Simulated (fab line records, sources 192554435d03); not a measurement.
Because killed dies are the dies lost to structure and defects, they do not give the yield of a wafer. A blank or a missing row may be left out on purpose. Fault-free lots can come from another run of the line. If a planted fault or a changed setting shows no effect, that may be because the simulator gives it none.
Lot-split experiment :: flow n5 finfet :: route with 1938 steps; 7 lots, 21 wafers read

ON THE SPLIT
At N5_DUMMY_GATE_COAT_34 (time 60 s, resist thk 60 nm), the setting spin rpm was moved away from the recipe's 1500 rpm on 5 of the 21 wafers read, by -9.8% to +6.6%. The other wafers ran this setting at the recipe's value.

FROM THE SPLIT TO THE READING: what the file shows between them, 8 steps
- N5_DUMMY_GATE_COAT_35: time 60 s, resist thk 10 nm
- N5_DUMMY_GATE_COAT_28: time 60 s, resist thk 10 nm
- N5_DUMMY_GATE_ETCH_29: etches underlayer in N2/H2, target depth 13 nm
- N5_DUMMY_GATE_ETCH_36: etches SiARC in CF4, target depth 13 nm
- N5_DUMMY_GATE_ETCH_37: etches SOC in N2/H2, target depth 60 nm, overetch 30 nm
- N5_DUMMY_GATE_STRIP_38: strips in N2/H2
- N5_DUMMY_GATE_STRIP_39: strips in N2/H2
- N5_DUMMY_GATE_STRIP_40: strips in CF4

THE READING
SOC_of_DUMMY_GATE_COAT_34.thk nm (the simulator's own value, which no gauge read), in nm, at N5_DUMMY_GATE_ETCH_31 (etches SiO2 in C4F6/O2, target depth 82.5 nm, time 27.5 s). There is no usual value for it anywhere in the file. Across the 16 wafers here that went through the recipe, the average is 51.8 nm and the standard deviation 0.15 nm.

wafer: L074.4
tool, chamber at the split: litho track-02, 0
spin rpm as run, rpm: 1578
against the recipe: +5.2%
SOC_of_DUMMY_GATE_COAT_34.thk nm, nm: 50.2
against lot-mates on the recipe: -1.5

wafer: L074.5
tool, chamber at the split: litho track-02, 0
spin rpm as run, rpm: 1500
against the recipe: recipe
SOC_of_DUMMY_GATE_COAT_34.thk nm, nm: 51.8
against lot-mates on the recipe: -

wafer: L074.6
tool, chamber at the split: litho track-02, 0
spin rpm as run, rpm: 1500
against the recipe: recipe
SOC_of_DUMMY_GATE_COAT_34.thk nm, nm: 51.6
against lot-mates on the recipe: -

wafer: L075.2
tool, chamber at the split: litho track-05, 0
spin rpm as run, rpm: 1353
against the recipe: -9.8%
SOC_of_DUMMY_GATE_COAT_34.thk nm, nm: 55.2
against lot-mates on the recipe: +3.3

wafer: L075.3
tool, chamber at the split: litho track-05, 0
spin rpm as run, rpm: 1500
against the recipe: recipe
SOC_of_DUMMY_GATE_COAT_34.thk nm, nm: 52
against lot-mates on the recipe: -

wafer: L075.6
tool, chamber at the split: litho track-05, 0
spin rpm as run, rpm: 1500
against the recipe: recipe
SOC_of_DUMMY_GATE_COAT_34.thk nm, nm: 51.8
against lot-mates on the recipe: -

wafer: L076.3
tool, chamber at the split: litho track-02, 0
spin rpm as run, rpm: 1500
against the recipe: recipe
SOC_of_DUMMY_GATE_COAT_34.thk nm, nm: 52
against lot-mates on the recipe: -

wafer: L076.6
tool, chamber at the split: litho track-02, 0
spin rpm as run, rpm: 1500
against the recipe: recipe
SOC_of_DUMMY_GATE_COAT_34.thk nm, nm: 52
against lot-mates on the recipe: -

wafer: L076.5
tool, chamber at the split: litho track-02, 0
spin rpm as run, rpm: 1500
against the recipe: recipe
SOC_of_DUMMY_GATE_COAT_34.thk nm, nm: 51.8
against lot-mates on the recipe: -

wafer: L080.1
tool, chamber at the split: litho track-01, 0
spin rpm as run, rpm: 1500
against the recipe: recipe
SOC_of_DUMMY_GATE_COAT_34.thk nm, nm: 52
against lot-mates on the recipe: -

wafer: L080.5
tool, chamber at the split: litho track-01, 0
spin rpm as run, rpm: 1593
against the recipe: +6.2%
SOC_of_DUMMY_GATE_COAT_34.thk nm, nm: 50.4
against lot-mates on the recipe: -1.6

wafer: L080.6
tool, chamber at the split: litho track-01, 0
spin rpm as run, rpm: 1593
against the recipe: +6.2%
SOC_of_DUMMY_GATE_COAT_34.thk nm, nm: 50.2
against lot-mates on the recipe: -1.8

wafer: L085.3
tool, chamber at the split: litho track-05, 0
spin rpm as run, rpm: 1500
against the recipe: recipe
SOC_of_DUMMY_GATE_COAT_34.thk nm, nm: 51.6
against lot-mates on the recipe: -

wafer: L085.4
tool, chamber at the split: litho track-05, 0
spin rpm as run, rpm: 1500
against the recipe: recipe
SOC_of_DUMMY_GATE_COAT_34.thk nm, nm: 52
against lot-mates on the recipe: -

wafer: L085.5
tool, chamber at the split: litho track-05, 0
spin rpm as run, rpm: 1500
against the recipe: recipe
SOC_of_DUMMY_GATE_COAT_34.thk nm, nm: 52
against lot-mates on the recipe: -

wafer: L086.1
tool, chamber at the split: litho track-02, 0
spin rpm as run, rpm: 1500
against the recipe: recipe
SOC_of_DUMMY_GATE_COAT_34.thk nm, nm: 51.8
against lot-mates on the recipe: -

wafer: L086.2
tool, chamber at the split: litho track-02, 0
spin rpm as run, rpm: 1500
against the recipe: recipe
SOC_of_DUMMY_GATE_COAT_34.thk nm, nm: 51.8
against lot-mates on the recipe: -

wafer: L086.5
tool, chamber at the split: litho track-02, 0
spin rpm as run, rpm: 1500
against the recipe: recipe
SOC_of_DUMMY_GATE_COAT_34.thk nm, nm: 51.6
against lot-mates on the recipe: -

wafer: L097.3
tool, chamber at the split: litho track-05, 0
spin rpm as run, rpm: 1500
against the recipe: recipe
SOC_of_DUMMY_GATE_COAT_34.thk nm, nm: 51.8
against lot-mates on the recipe: -

wafer: L097.5
tool, chamber at the split: litho track-05, 0
spin rpm as run, rpm: 1500
against the recipe: recipe
SOC_of_DUMMY_GATE_COAT_34.thk nm, nm: 51.8
against lot-mates on the recipe: -

wafer: L097.6
tool, chamber at the split: litho track-05, 0
spin rpm as run, rpm: 1599
against the recipe: +6.6%
SOC_of_DUMMY_GATE_COAT_34.thk nm, nm: 50
against lot-mates on the recipe: -1.8

THE FIT
A straight line over all 21 wafers: SOC_of_DUMMY_GATE_COAT_34.thk nm changes by -0.302 nm for each +1% of spin rpm; r = -0.98; the points scatter about the line by 0.19 nm.
The same after taking each lot's own level away (the mean of its wafers on the recipe; 21 wafers): -0.303 nm for each +1%; r = -0.99; scatter 0.14 nm.
The reading moves by 3 nm for the largest change in spin rpm, on that fit.
Across the lots, their own levels run from 51.70 to 52.00 nm, a range of 2.1 times the standard deviation given above.
The two slopes agree, so the slope changes little with the lot-to-lot level.
Check: for one of the wafers moved furthest among these (-9.8%), held out of the fit, the line's prediction against its lot-mates is +2.71 nm. Against them it came out at +3.3 nm.

THESE WAFERS: OTHER SPLITS
These wafers also went through other splits before the reading. Each is held against what the fit with the lots' levels taken away leaves over:
other split on the same wafers: N5_ZERO_LAYER_EXPOSE_08 dose mj
wafers away from the commonest value: 2
r with SOC_of_DUMMY_GATE_COAT_34.thk nm (lot level and that fit taken away): -0.10

other split on the same wafers: N5_WELL_APT_COAT_02 spin rpm
wafers away from the commonest value: 8
r with SOC_of_DUMMY_GATE_COAT_34.thk nm (lot level and that fit taken away): +0.25

other split on the same wafers: N5_PMOS_HMC_CHANNEL_EPI_PEB_07 peb time s
wafers away from the commonest value: 6
r with SOC_of_DUMMY_GATE_COAT_34.thk nm (lot level and that fit taken away): -0.18

other split on the same wafers: N5_PMOS_HMC_CHANNEL_EPI_DEVELOP_08 develop time s
wafers away from the commonest value: 7
r with SOC_of_DUMMY_GATE_COAT_34.thk nm (lot level and that fit taken away): +0.34

other split on the same wafers: N5_FIN_SAQP_ETCH_65 time s
wafers away from the commonest value: 8
r with SOC_of_DUMMY_GATE_COAT_34.thk nm (lot level and that fit taken away): +0.40

other split on the same wafers: N5_FIN_SAQP_ETCH_64 bias w
wafers away from the commonest value: 8
r with SOC_of_DUMMY_GATE_COAT_34.thk nm (lot level and that fit taken away): +0.29

THE WHOLE CHAIN: every reading that the file lists as answering this split, in the file's order
step: N5_DUMMY_GATE_COAT_34
what it does: time 60 s, resist thk 60 nm
reading: SOC_of_DUMMY_GATE_COAT_34.thk nm (the simulator's own value, which no gauge read)
change (the file's fit): -0.313 nm for each +1% of the setting
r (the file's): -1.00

step: N5_DUMMY_GATE_ETCH_37
what it does: etches SOC in N2/H2, target depth 60 nm, overetch 30 nm
reading: etch.depth nm (the simulator's own value, which no gauge read)
change (the file's fit): -0.316 nm for each +1% of the setting
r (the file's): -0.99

step: N5_DUMMY_GATE_ETCH_31
what it does: etches SiO2 in C4F6/O2, target depth 82.5 nm, time 27.5 s
reading: SOC_of_DUMMY_GATE_COAT_34.thk nm (the simulator's own value, which no gauge read)
change (the file's fit): -0.305 nm for each +1% of the setting
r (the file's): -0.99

THE FILE'S OWN FIT
SOC_of_DUMMY_GATE_COAT_34.thk nm changes by -0.305 nm for each +1% of spin rpm, r = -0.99.
